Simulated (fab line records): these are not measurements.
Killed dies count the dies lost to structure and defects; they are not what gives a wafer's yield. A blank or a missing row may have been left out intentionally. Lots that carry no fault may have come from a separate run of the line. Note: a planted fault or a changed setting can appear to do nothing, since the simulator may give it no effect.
Problem report, 8D (eight disciplines) form, completed by code || flow n5 finfet || the parts of the form that need people (team, actions taken, sign-off) are left out

## 1. WHAT WENT WRONG
A mean of 1038 is read at N5_SD_EPI_P_INSPECT_26 for raw defect count, taken on 1 wafer of 1 lot, against 176 (standard deviation 36) on wafers free of any fault. That puts it +24 standard deviations away from the usual mean.
The step: inspects for defects (darkfield).
Seen first at day 6 00:15 on defect inspect-02, wafer L914.2. Wafers with a number at this step in the record: 24, from 8 lots. The rule behind "out" and "out of limits": a value lying over 4 standard deviations away from the usual mean. The rest of the wafers with a number are treated as sound.

## 2. WHAT IT IS AND WHAT IT IS NOT
{"question": "which readings at this step", "is": "raw defect count", "is not": "-"}
{"question": "which lots", "is": "L914", "is not": "L906, L907, L908, L920, L921, L924, L927"}
{"question": "which wafers of those lots", "is": "L914.2", "is not": "L914.1, L914.5"}
{"question": "read on which gauges", "is": "defect inspect-02", "is not": "defect inspect-01"}
{"question": "when", "is": "from day 6 00:15", "is not": "up to then (11 sound wafers); but 12 sound wafers of L920, L921, L924, L927 came after"}

## 3. WHAT RULES OUT EACH SUSPECT
Counting: a tool at a process step up to the reading stays a suspect if it ran every lot that is out. Sound lots after the first of them don't rule it out here, since some wafers of a struck lot are sound.
- the gauge at N5_SD_EPI_P_INSPECT_26: ruled out. All the wafers that are out were read on defect inspect-02, but those of them that N5_PASSIVATION_PROBE_49 has rows for are out there too, on other tools.
- rie diel-03 at N5_SD_EPI_P_ETCH_36 (etches SiARC in CF4, target depth 45.5 nm, time 75.8 s): kept. It ran the lot that is out, L914 (day 5 20:33); its last sound lot up to then is L908 (day 4 05:10).
- At N5_SD_EPI_P_ETCH_36, inside rie diel-03: chamber 0 took the wafers that are out, while their sound lot-mates went through chambers 2, 3.
Remaining after the count: rie diel-03 at N5_SD_EPI_P_ETCH_36.

## 4. THE CAUSE (what the simulator had put in)
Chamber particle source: rie diel-03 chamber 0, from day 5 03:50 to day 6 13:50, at N5_SD_EPI_P_ETCH_36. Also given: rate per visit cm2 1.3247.
The count eliminated every tool but this one.

## 5. THE CHAIN OF EFFECTS, in route order
Rows list readings where the struck wafers' mean (over those with a number) sits beyond 3 standard deviations from the usual. Only readings for which the record gives a usual standard deviation are gone through. hours: the time from each lot's start at the first step in this table that gives one to its start at this step, as a median over the lots. sigmas: the change in usual standard deviations.
{"hours": 0, "step": "N5_SD_EPI_P_INSPECT_26", "reading": "raw defect count", "usual": 176, "on struck wafers": 1038, "change": "+862", "sigmas": "+24"}
{"hours": 1, "step": "N5_SD_ACTIVATION_INSPECT_02", "reading": "raw defect count", "usual": 175, "on struck wafers": 1068, "change": "+893", "sigmas": "+25"}
{"hours": 241, "step": "N5_PASSIVATION_PROBE_49", "reading": "defect limited yield", "usual": "91.0 %", "on struck wafers": 81.3, "change": -9.7, "sigmas": -6.5}
{"hours": 241, "step": "N5_PASSIVATION_PROBE_49", "reading": "killed at front end", "usual": 39, "on struck wafers": 183, "change": "+144", "sigmas": "+13"}
{"hours": 241, "step": "N5_PASSIVATION_PROBE_49", "reading": "killed dies", "usual": 106, "on struck wafers": 221, "change": "+115", "sigmas": "+6.8"}
{"hours": 241, "step": "N5_PASSIVATION_PROBE_49", "reading": "sort_bin_5_function", "usual": "5.3 %", "on struck wafers": 10.9, "change": "+5.6", "sigmas": "+5.6"}
{"hours": 241, "step": "N5_PASSIVATION_PROBE_49", "reading": "sort n pass", "usual": 1074, "on struck wafers": 959, "change": -115, "sigmas": -6.8}
{"hours": 241, "step": "N5_PASSIVATION_PROBE_49", "reading": "sort yield pct", "usual": "91.0 %", "on struck wafers": 81.3, "change": -9.7, "sigmas": -6.5}
The process steps in it:
- N5_PASSIVATION_PROBE_49
At these later measuring or inspecting steps, every struck wafer for which the step has a row has a number for every such reading, and none has moved that far: N5_BEOL_M4_RC_MEAS_101.

## 6. HOW IT WOULD HAVE BEEN CAUGHT EARLIER
In this record the first reading out of limits at a measuring or inspecting step was taken at day 6 00:15, 20 hours after the fault began at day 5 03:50.
Of the tool readings at N5_SD_EPI_P_ETCH_36 for which the record gives a usual standard deviation, none was out on any struck wafer, so an alarm limit of 4 standard deviations on them would not have fired.
By day 6 00:15, every lot that is out (1) had started N5_SD_EPI_P_ETCH_36 on rie diel-03. A hold on the tool at that time would have spared none of them.
